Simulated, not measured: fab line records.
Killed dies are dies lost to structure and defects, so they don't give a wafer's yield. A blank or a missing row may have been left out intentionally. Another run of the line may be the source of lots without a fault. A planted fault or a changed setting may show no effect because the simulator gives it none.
Code-filled problem report in 8D (eight disciplines) form | flow n5Finfet | the parts of the form that need people (team, actions taken, sign-off) are left out

1. THE ISSUE
Mean of killed_at_M4_up at N5_PASSIVATION_PROBE_49: 52 across 2 wafers in 2 lots; on wafers with no fault it is 13 (standard deviation 5.3). That is +7.4 standard deviations from the usual mean.
First observed at day 15 00:39: wafer L612.3, on prober-01. Wafers with a number at this step in the record: 6, from 2 lots. Rule for "out", or "out of limits": more than 4 standard deviations from the usual mean. The rest of the wafers with a number are treated as sound.

2. WHAT IT IS AND WHAT IT IS NOT
question                    | is                           | is not
which readings at this step | killed_at_M4_up, killedOnRim | killed_at_M0_to_M3, killedAtContacts, killedAtFrontEnd, killedAtOther, killedOpen, killedShort, sort_bin_6_memory, sort_bin_8_speed
which lots                  | L612, L615                   | -
which wafers of those lots  | L612.3, L615.1               | L612.1, L612.6, L615.2, L615.6
read on which tools         | prober-01                    | -
when                        | from day 15 00:39            | up to then (1 sound wafer); but 3 sound wafers of L612, L615 came after

3. SUSPECTS, AND WHAT RULES EACH OUT
Counting: a tool at a process step up to the reading stays a suspect if it ran every lot that is out. Sound lots after the first of them don't rule it out here, since some wafers of a struck lot are sound.
- pvdSputter-02 at N5_BEOL_M5_SPUTTER_83 (material Cu, target thk 15 nm, time 27.62 s): kept. It ran every lot that is out, first L612 (day 11 09:57).
- prober-01 at N5_PASSIVATION_PROBE_49: kept. It ran every lot that is out, first L612 (day 15 00:33). Out on those wafers are its own readings of killed_at_M4_up, killedOnRim.
What counting leaves: pvdSputter-02 at N5_BEOL_M5_SPUTTER_83 and prober-01 at N5_PASSIVATION_PROBE_49.

4. THE CAUSE (what the simulator had put in)
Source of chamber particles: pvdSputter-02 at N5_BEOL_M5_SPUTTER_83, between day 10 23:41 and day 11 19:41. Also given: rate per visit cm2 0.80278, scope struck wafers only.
Of the 2 suspects that counting leaves, this tool is one.

5. THE CHAIN OF EFFECTS, in route order
Rows list readings where the struck wafers' mean (over those with a number) sits beyond 3 standard deviations from the usual. Only readings for which the record gives a usual standard deviation are gone through. hours: the time from each lot's start at the first step in this table that gives one to its start at this step, as a median over the lots. sigmas: the change in usual standard deviations.
hours | step                    | reading         | usual | on struck wafers | change | sigmas
0     | N5_PASSIVATION_PROBE_49 | killed_at_M4_up | 13    | 52               | +39    | +7.4
0     | N5_PASSIVATION_PROBE_49 | killedOnRim     | 13    | 32               | +18    | +4.4
Here are the process steps it includes:
- N5_PASSIVATION_PROBE_49

6. HOW IT WOULD HAVE BEEN CAUGHT EARLIER
The fault began at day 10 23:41; the first out-of-limits reading in this record came at day 15 00:39, 97 hours later.
An alarm limit of 4 standard deviations would not have fired on the tool readings at N5_BEOL_M5_SPUTTER_83 for which the record gives a usual standard deviation, since none of them was out on any struck wafer.
By day 15 00:39 the whole set of lots that are out, 2 in number, had already begun N5_BEOL_M5_SPUTTER_83 on pvdSputter-02. Had the tool been put on hold then, not one of them would have been saved.
